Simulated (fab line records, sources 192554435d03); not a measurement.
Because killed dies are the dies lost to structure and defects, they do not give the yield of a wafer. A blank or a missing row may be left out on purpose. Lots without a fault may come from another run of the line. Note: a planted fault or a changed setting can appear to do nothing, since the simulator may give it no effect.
Which of the tools did it? || flow n5_finfet || 10 lots, 29 wafers sampled, at 6 steps of a route of 1938

## WHAT THE GAUGES READ, wafer by wafer
N5_BEOL_M4_RC_MEAS_101. Usual: DIBL_N 36.9 mV/V, standard deviation 1.7; DIBL_P 37.3 mV/V, standard deviation 2.3; IOFF_N 0.16 nA/um, standard deviation 0.033; IOFF_P 0.22 nA/um, standard deviation 0.04; ION_N 673 uA/um, standard deviation 12; ION_P 463 uA/um, standard deviation 8; SS_N 71.6 mV/dec, standard deviation 0.58; SS_P 73.4 mV/dec, standard deviation 0.74; VT_N 250 mV, standard deviation 3.2; VT_P -250 mV, standard deviation 3.4.
{"lot": "L434", "measured": "day 8 22:41", "on": "prober-02", "DIBL_N (mV/V)": "39.3 38.8 36.7", "DIBL_P (mV/V)": "42.2 40.3 38.6", "IOFF_N (nA/um)": "0.25 0.20 0.17", "IOFF_P (nA/um)": "0.33 0.28 0.25", "ION_N (uA/um)": "684 681 695", "ION_P (uA/um)": "475 465 480", "SS_N (mV/dec)": "72.0 71.8 72.0", "SS_P (mV/dec)": "73.5 74.5 72.9", "VT_N (mV)": "245 248 250", "VT_P (mV)": "-245 -247 -247", "flag": ""}
{"lot": "L436", "measured": "day 9 02:05", "on": "prober-01", "DIBL_N (mV/V)": "38.5 35.9 35.7", "DIBL_P (mV/V)": "38.0 34.2 33.9", "IOFF_N (nA/um)": "0.19 0.13 0.14", "IOFF_P (nA/um)": "0.23 0.18 0.17", "ION_N (uA/um)": "677 656 658", "ION_P (uA/um)": "456 452 446", "SS_N (mV/dec)": "72.2 71.5 71.7", "SS_P (mV/dec)": "73.7 72.1 72.0", "VT_N (mV)": "247 252 253", "VT_P (mV)": "-252 -255 -257", "flag": ""}
{"lot": "L437", "measured": "day 9 07:04", "on": "prober-01", "DIBL_N (mV/V)": "36.9 34.3 35.0", "DIBL_P (mV/V)": "36.3 33.5 33.1", "IOFF_N (nA/um)": "0.17 0.14 0.13", "IOFF_P (nA/um)": "0.20 0.17 0.16", "ION_N (uA/um)": "665 684 660", "ION_P (uA/um)": "451 461 446", "SS_N (mV/dec)": "71.1 70.8 71.4", "SS_P (mV/dec)": "73.1 73.1 72.3", "VT_N (mV)": "251 250 253", "VT_P (mV)": "-252 -257 -257", "flag": ""}
{"lot": "L439", "measured": "day 10 02:21", "on": "prober-01", "DIBL_N (mV/V)": "40.5 37.7 36.3", "DIBL_P (mV/V)": "41.6 37.0 35.5", "IOFF_N (nA/um)": "0.24 0.17 0.14", "IOFF_P (nA/um)": "0.30 0.21 0.19", "ION_N (uA/um)": "687 668 661", "ION_P (uA/um)": "473 462 454", "SS_N (mV/dec)": "72.5 71.4 71.3", "SS_P (mV/dec)": "74.3 73.4 72.9", "VT_N (mV)": "245 249 251", "VT_P (mV)": "-245 -250 -251", "flag": ""}
{"lot": "L442", "measured": "day 10 09:36", "on": "prober-02", "DIBL_N (mV/V)": "38.0 37.7 37.2", "DIBL_P (mV/V)": "39.0 38.5 37.2", "IOFF_N (nA/um)": "0.20 0.17 0.16", "IOFF_P (nA/um)": "0.30 0.29 0.25", "ION_N (uA/um)": "690 669 673", "ION_P (uA/um)": "487 474 471", "SS_N (mV/dec)": "71.6 71.6 71.3", "SS_P (mV/dec)": "73.9 74.0 72.9", "VT_N (mV)": "245 251 251", "VT_P (mV)": "-242 -245 -245", "flag": ""}
{"lot": "L449", "measured": "day 12 09:53", "on": "prober-01", "DIBL_N (mV/V)": "37.3 36.8 36.2", "DIBL_P (mV/V)": "38.6 38.4 38.2", "IOFF_N (nA/um)": "0.19 0.18 0.16", "IOFF_P (nA/um)": "0.23 0.25 0.23", "ION_N (uA/um)": "678 676 669", "ION_P (uA/um)": "463 463 460", "SS_N (mV/dec)": "72.3 71.2 71.0", "SS_P (mV/dec)": "73.4 73.5 73.0", "VT_N (mV)": "248 249 252", "VT_P (mV)": "-248 -247 -247", "flag": ""}
{"lot": "L450", "measured": "day 12 07:57", "on": "prober-01", "DIBL_N (mV/V)": "36.9 35.7", "DIBL_P (mV/V)": "35.1 34.5", "IOFF_N (nA/um)": "0.13 0.13", "IOFF_P (nA/um)": "0.20 0.19", "ION_N (uA/um)": "654 661", "ION_P (uA/um)": "456 453", "SS_N (mV/dec)": "71.3 71.7", "SS_P (mV/dec)": "73.8 73.3", "VT_N (mV)": "256 252", "VT_P (mV)": "-252 -251", "flag": ""}
{"lot": "L452", "measured": "day 13 16:40", "on": "prober-02", "DIBL_N (mV/V)": "37.1 34.8 32.6", "DIBL_P (mV/V)": "37.2 35.2 31.7", "IOFF_N (nA/um)": "0.18 0.14 0.10", "IOFF_P (nA/um)": "0.22 0.18 0.15", "ION_N (uA/um)": "677 677 650", "ION_P (uA/um)": "461 458 449", "SS_N (mV/dec)": "71.6 70.7 69.9", "SS_P (mV/dec)": "74.7 72.4 72.3", "VT_N (mV)": "246 252 257", "VT_P (mV)": "-251 -254 -259", "flag": ""}
{"lot": "L453", "measured": "day 13 20:19", "on": "prober-01", "DIBL_N (mV/V)": "34.2 39.0 36.4", "DIBL_P (mV/V)": "36.0 41.1 37.0", "IOFF_N (nA/um)": "0.12 0.20 0.14", "IOFF_P (nA/um)": "0.19 0.27 0.21", "ION_N (uA/um)": "669 677 667", "ION_P (uA/um)": "467 465 464", "SS_N (mV/dec)": "71.6 72.0 71.3", "SS_P (mV/dec)": "72.4 73.9 73.9", "VT_N (mV)": "256 246 254", "VT_P (mV)": "-254 -248 -248", "flag": ""}
{"lot": "L455", "measured": "day 13 23:04", "on": "prober-02", "DIBL_N (mV/V)": "36.1 38.0 37.1", "DIBL_P (mV/V)": "35.9 37.9 36.7", "IOFF_N (nA/um)": "0.13 0.15 0.14", "IOFF_P (nA/um)": "0.19 0.22 0.20", "ION_N (uA/um)": "649 676 662", "ION_P (uA/um)": "447 464 456", "SS_N (mV/dec)": "71.3 71.4 70.7", "SS_P (mV/dec)": "72.5 73.6 73.4", "VT_N (mV)": "254 252 252", "VT_P (mV)": "-250 -249 -253", "flag": ""}

## TOOL THAT RAN EACH LOT (tool first, then ch and the chambers of the sampled wafers, then the start)
{"lot": "L434", "N5_BEOL_M2_PECVD_72": "pecvd-04 ch 0,2, day 7 01:32", "N5_BEOL_M2_SPUTTER_86": "pvd_sputter-02, day 7 13:22", "N5_BEOL_M2_SPUTTER_92": "pvd_sputter-02, day 7 14:02", "N5_BEOL_M2_ANNEAL_95": "pvd_sputter-02, day 7 14:20", "N5_BEOL_M2_CMP_52": "cmp-02 ch 1,2,3, day 7 15:07"}
{"lot": "L436", "N5_BEOL_M2_PECVD_72": "pecvd-04 ch 0,2, day 7 13:54", "N5_BEOL_M2_SPUTTER_86": "pvd_sputter-01, day 7 20:10", "N5_BEOL_M2_SPUTTER_92": "pvd_sputter-01, day 7 20:49", "N5_BEOL_M2_ANNEAL_95": "pvd_sputter-01, day 7 21:07", "N5_BEOL_M2_CMP_52": "cmp-03 ch 2,3, day 7 21:47"}
{"lot": "L437", "N5_BEOL_M2_PECVD_72": "pecvd-04 ch 0,2, day 7 18:20", "N5_BEOL_M2_SPUTTER_86": "pvd_sputter-02, day 7 23:04", "N5_BEOL_M2_SPUTTER_92": "pvd_sputter-02, day 7 23:44", "N5_BEOL_M2_ANNEAL_95": "pvd_sputter-02, day 8 00:02", "N5_BEOL_M2_CMP_52": "cmp-01 ch 2,3, day 8 00:40"}
{"lot": "L439", "N5_BEOL_M2_PECVD_72": "pecvd-04 ch 0,1,2, day 8 09:20", "N5_BEOL_M2_SPUTTER_86": "pvd_sputter-01, day 8 20:34", "N5_BEOL_M2_SPUTTER_92": "pvd_sputter-01, day 8 21:13", "N5_BEOL_M2_ANNEAL_95": "pvd_sputter-01, day 8 21:31", "N5_BEOL_M2_CMP_52": "cmp-01 ch 0,1,2, day 8 22:13"}
{"lot": "L442", "N5_BEOL_M2_PECVD_72": "pecvd-04 ch 1,2, day 9 00:16", "N5_BEOL_M2_SPUTTER_86": "pvd_sputter-01, day 9 08:25", "N5_BEOL_M2_SPUTTER_92": "pvd_sputter-01, day 9 09:05", "N5_BEOL_M2_ANNEAL_95": "pvd_sputter-01, day 9 09:23", "N5_BEOL_M2_CMP_52": "cmp-01 ch 0,2,3, day 9 10:04"}
{"lot": "L449", "N5_BEOL_M2_PECVD_72": "pecvd-03 ch 1,2, day 10 21:49", "N5_BEOL_M2_SPUTTER_86": "pvd_sputter-02, day 11 04:55", "N5_BEOL_M2_SPUTTER_92": "pvd_sputter-02, day 11 05:35", "N5_BEOL_M2_ANNEAL_95": "pvd_sputter-02, day 11 05:53", "N5_BEOL_M2_CMP_52": "cmp-01 ch 0,1,2, day 11 06:35"}
{"lot": "L450", "N5_BEOL_M2_PECVD_72": "pecvd-03 ch 1,2, day 11 02:01", "N5_BEOL_M2_SPUTTER_86": "pvd_sputter-02, day 11 07:05", "N5_BEOL_M2_SPUTTER_92": "pvd_sputter-02, day 11 07:44", "N5_BEOL_M2_ANNEAL_95": "pvd_sputter-02, day 11 08:02", "N5_BEOL_M2_CMP_52": "cmp-02 ch 3, day 11 08:40"}
{"lot": "L452", "N5_BEOL_M2_PECVD_72": "pecvd-04 ch 1,2, day 11 21:26", "N5_BEOL_M2_SPUTTER_86": "pvd_sputter-03, day 12 10:46", "N5_BEOL_M2_SPUTTER_92": "pvd_sputter-03, day 12 11:25", "N5_BEOL_M2_ANNEAL_95": "pvd_sputter-03, day 12 11:43", "N5_BEOL_M2_CMP_52": "cmp-03 ch 0,1,3, day 12 12:21"}
{"lot": "L453", "N5_BEOL_M2_PECVD_72": "pecvd-02 ch 0,1,2, day 12 01:14", "N5_BEOL_M2_SPUTTER_86": "pvd_sputter-01, day 12 14:19", "N5_BEOL_M2_SPUTTER_92": "pvd_sputter-01, day 12 14:59", "N5_BEOL_M2_ANNEAL_95": "pvd_sputter-01, day 12 15:17", "N5_BEOL_M2_CMP_52": "cmp-02 ch 0,1, day 12 15:55"}
{"lot": "L455", "N5_BEOL_M2_PECVD_72": "pecvd-02 ch 1,2, day 12 18:36", "N5_BEOL_M2_SPUTTER_86": "pvd_sputter-01, day 13 02:24", "N5_BEOL_M2_SPUTTER_92": "pvd_sputter-01, day 13 03:04", "N5_BEOL_M2_ANNEAL_95": "pvd_sputter-01, day 13 03:22", "N5_BEOL_M2_CMP_52": "cmp-03 ch 0,1, day 13 03:59"}
- N5_BEOL_M2_PECVD_72: deposits SiO2 from TEOS/O2, target thk 16 nm, time 18 s.
- N5_BEOL_M2_SPUTTER_86: material Cu, target thk 4.5 nm, time 8.29 s.
- N5_BEOL_M2_SPUTTER_92: material Cu, target thk 4.5 nm, time 8.29 s.
- N5_BEOL_M2_ANNEAL_95: time 240 s.
- N5_BEOL_M2_CMP_52: polishes, stops on SiOC, t overpolish 6.8 s, target thk 40 nm.

## WHAT THE TOOLS THEMSELVES READ (means of the sampled wafers that have a number; where no wafer has one, the mark that the record gives instead)
N5_BEOL_M2_PECVD_72. Usual: heater_power_w 707 W, standard deviation 120; showerhead_plenum_p_Torr 8.763 Torr, standard deviation 0.025; throttle_valve_pct 22.2 %, standard deviation 0.89.
{"lot": "L434", "tool": "pecvd-04", "heater_power_w (W)": 699, "showerhead_plenum_p_Torr (Torr)": 8.771, "throttle_valve_pct (%)": 22.7, "flag": ""}
{"lot": "L436", "tool": "pecvd-04", "heater_power_w (W)": 771, "showerhead_plenum_p_Torr (Torr)": 8.769, "throttle_valve_pct (%)": 22.7, "flag": ""}
{"lot": "L437", "tool": "pecvd-04", "heater_power_w (W)": 707, "showerhead_plenum_p_Torr (Torr)": 8.754, "throttle_valve_pct (%)": 22.6, "flag": ""}
{"lot": "L439", "tool": "pecvd-04", "heater_power_w (W)": 692, "showerhead_plenum_p_Torr (Torr)": 8.757, "throttle_valve_pct (%)": 22.5, "flag": ""}
{"lot": "L442", "tool": "pecvd-04", "heater_power_w (W)": 622, "showerhead_plenum_p_Torr (Torr)": 8.744, "throttle_valve_pct (%)": 22.3, "flag": ""}
{"lot": "L449", "tool": "pecvd-03", "heater_power_w (W)": 833, "showerhead_plenum_p_Torr (Torr)": 8.790, "throttle_valve_pct (%)": 21.6, "flag": ""}
{"lot": "L450", "tool": "pecvd-03", "heater_power_w (W)": 928, "showerhead_plenum_p_Torr (Torr)": 8.797, "throttle_valve_pct (%)": 21.3, "flag": ""}
{"lot": "L452", "tool": "pecvd-04", "heater_power_w (W)": 695, "showerhead_plenum_p_Torr (Torr)": 8.751, "throttle_valve_pct (%)": 21.4, "flag": ""}
{"lot": "L453", "tool": "pecvd-02", "heater_power_w (W)": 633, "showerhead_plenum_p_Torr (Torr)": 8.784, "throttle_valve_pct (%)": 22.2, "flag": ""}
{"lot": "L455", "tool": "pecvd-02", "heater_power_w (W)": 626, "showerhead_plenum_p_Torr (Torr)": 8.780, "throttle_valve_pct (%)": 22.7, "flag": ""}

N5_BEOL_M2_SPUTTER_86. Usual: throttle_valve_pct at 29.8 %, with a standard deviation of 1.1.
{"lot": "L434", "tool": "pvd_sputter-02", "throttle_valve_pct (%)": 28.4, "flag": ""}
{"lot": "L436", "tool": "pvd_sputter-01", "throttle_valve_pct (%)": 31.2, "flag": ""}
{"lot": "L437", "tool": "pvd_sputter-02", "throttle_valve_pct (%)": 28.8, "flag": ""}
{"lot": "L439", "tool": "pvd_sputter-01", "throttle_valve_pct (%)": 30.1, "flag": ""}
{"lot": "L442", "tool": "pvd_sputter-01", "throttle_valve_pct (%)": 29.7, "flag": ""}
{"lot": "L449", "tool": "pvd_sputter-02", "throttle_valve_pct (%)": 29.3, "flag": ""}
{"lot": "L450", "tool": "pvd_sputter-02", "throttle_valve_pct (%)": 28.6, "flag": ""}
{"lot": "L452", "tool": "pvd_sputter-03", "throttle_valve_pct (%)": 30.1, "flag": ""}
{"lot": "L453", "tool": "pvd_sputter-01", "throttle_valve_pct (%)": 30.2, "flag": ""}
{"lot": "L455", "tool": "pvd_sputter-01", "throttle_valve_pct (%)": 30.8, "flag": ""}

N5_BEOL_M2_SPUTTER_92. Usual: throttle_valve_pct at 29.8 %, with a standard deviation of 1.1.
{"lot": "L434", "tool": "pvd_sputter-02", "throttle_valve_pct (%)": 28.2, "flag": ""}
{"lot": "L436", "tool": "pvd_sputter-01", "throttle_valve_pct (%)": 31.2, "flag": ""}
{"lot": "L437", "tool": "pvd_sputter-02", "throttle_valve_pct (%)": 28.9, "flag": ""}
{"lot": "L439", "tool": "pvd_sputter-01", "throttle_valve_pct (%)": 30.2, "flag": ""}
{"lot": "L442", "tool": "pvd_sputter-01", "throttle_valve_pct (%)": 29.7, "flag": ""}
{"lot": "L449", "tool": "pvd_sputter-02", "throttle_valve_pct (%)": 29.1, "flag": ""}
{"lot": "L450", "tool": "pvd_sputter-02", "throttle_valve_pct (%)": 28.9, "flag": ""}
{"lot": "L452", "tool": "pvd_sputter-03", "throttle_valve_pct (%)": 30.0, "flag": ""}
{"lot": "L453", "tool": "pvd_sputter-01", "throttle_valve_pct (%)": 29.9, "flag": ""}
{"lot": "L455", "tool": "pvd_sputter-01", "throttle_valve_pct (%)": 31.0, "flag": ""}

N5_BEOL_M2_ANNEAL_95. Usual: heater_power_w 815 W, standard deviation 66; susceptor_temp_C_max 401.0, standard deviation 0.41.
{"lot": "L434", "tool": "pvd_sputter-02", "heater_power_w (W)": 739, "susceptor_temp_C_max": 400.6, "flag": ""}
{"lot": "L436", "tool": "pvd_sputter-01", "heater_power_w (W)": 863, "susceptor_temp_C_max": 401.0, "flag": ""}
{"lot": "L437", "tool": "pvd_sputter-02", "heater_power_w (W)": 793, "susceptor_temp_C_max": 401.1, "flag": ""}
{"lot": "L439", "tool": "pvd_sputter-01", "heater_power_w (W)": 874, "susceptor_temp_C_max": 401.1, "flag": ""}
{"lot": "L442", "tool": "pvd_sputter-01", "heater_power_w (W)": 873, "susceptor_temp_C_max": 401.3, "flag": ""}
{"lot": "L449", "tool": "pvd_sputter-02", "heater_power_w (W)": 849, "susceptor_temp_C_max": 400.8, "flag": ""}
{"lot": "L450", "tool": "pvd_sputter-02", "heater_power_w (W)": 768, "susceptor_temp_C_max": 401.2, "flag": ""}
{"lot": "L452", "tool": "pvd_sputter-03", "heater_power_w (W)": 723, "susceptor_temp_C_max": 401.2, "flag": ""}
{"lot": "L453", "tool": "pvd_sputter-01", "heater_power_w (W)": 862, "susceptor_temp_C_max": 400.9, "flag": ""}
{"lot": "L455", "tool": "pvd_sputter-01", "heater_power_w (W)": 882, "susceptor_temp_C_max": 401.2, "flag": ""}

N5_BEOL_M2_CMP_52. Usual: barrier_field_endpoint_s 24.4 s, standard deviation 0.64; motor_current_A 6.1 A, standard deviation 0.52.
{"lot": "L434", "tool": "cmp-02", "barrier_field_endpoint_s (s)": 23.8, "motor_current_A (A)": 6.0, "flag": ""}
{"lot": "L436", "tool": "cmp-03", "barrier_field_endpoint_s (s)": 24.2, "motor_current_A (A)": 6.1, "flag": ""}
{"lot": "L437", "tool": "cmp-01", "barrier_field_endpoint_s (s)": 24.1, "motor_current_A (A)": 5.6, "flag": ""}
{"lot": "L439", "tool": "cmp-01", "barrier_field_endpoint_s (s)": 19.9, "motor_current_A (A)": 5.8, "flag": "OFF"}
{"lot": "L442", "tool": "cmp-01", "barrier_field_endpoint_s (s)": 16.1, "motor_current_A (A)": 5.7, "flag": "OFF"}
{"lot": "L449", "tool": "cmp-01", "barrier_field_endpoint_s (s)": 24.8, "motor_current_A (A)": 5.6, "flag": ""}
{"lot": "L450", "tool": "cmp-02", "barrier_field_endpoint_s (s)": 25.7, "motor_current_A (A)": 6.5, "flag": ""}
{"lot": "L452", "tool": "cmp-03", "barrier_field_endpoint_s (s)": 24.3, "motor_current_A (A)": 6.1, "flag": ""}
{"lot": "L453", "tool": "cmp-02", "barrier_field_endpoint_s (s)": 24.0, "motor_current_A (A)": 6.6, "flag": ""}
{"lot": "L455", "tool": "cmp-03", "barrier_field_endpoint_s (s)": 23.7, "motor_current_A (A)": 6.5, "flag": ""}

## THE ANSWER, worked out from the rows above alone
Rule: a lot counts as off when the mean over its wafers that have a number is more than 3 standard deviations away from the usual mean. A lot without any number at a reading at which 4 lots or more have one is off too. Any other lot the step has rows for is counted as sound. The gauges are gone through in route order, then the tools' own readings, and for those a lot's mean is taken as printed above. At the first step where some lot is off, the reading lying furthest off is the one used; lots without a number count as furthest.
Off, at N5_BEOL_M2_CMP_52 on barrier_field_endpoint_s: L439, L442.
If a tool, at that step or one of the process steps before it, ran each lot that is off and ran no sound lot following the first of them, it fits. Of those tried, none fits.

## WHAT WAS PUT IN BY THE SIMULATOR
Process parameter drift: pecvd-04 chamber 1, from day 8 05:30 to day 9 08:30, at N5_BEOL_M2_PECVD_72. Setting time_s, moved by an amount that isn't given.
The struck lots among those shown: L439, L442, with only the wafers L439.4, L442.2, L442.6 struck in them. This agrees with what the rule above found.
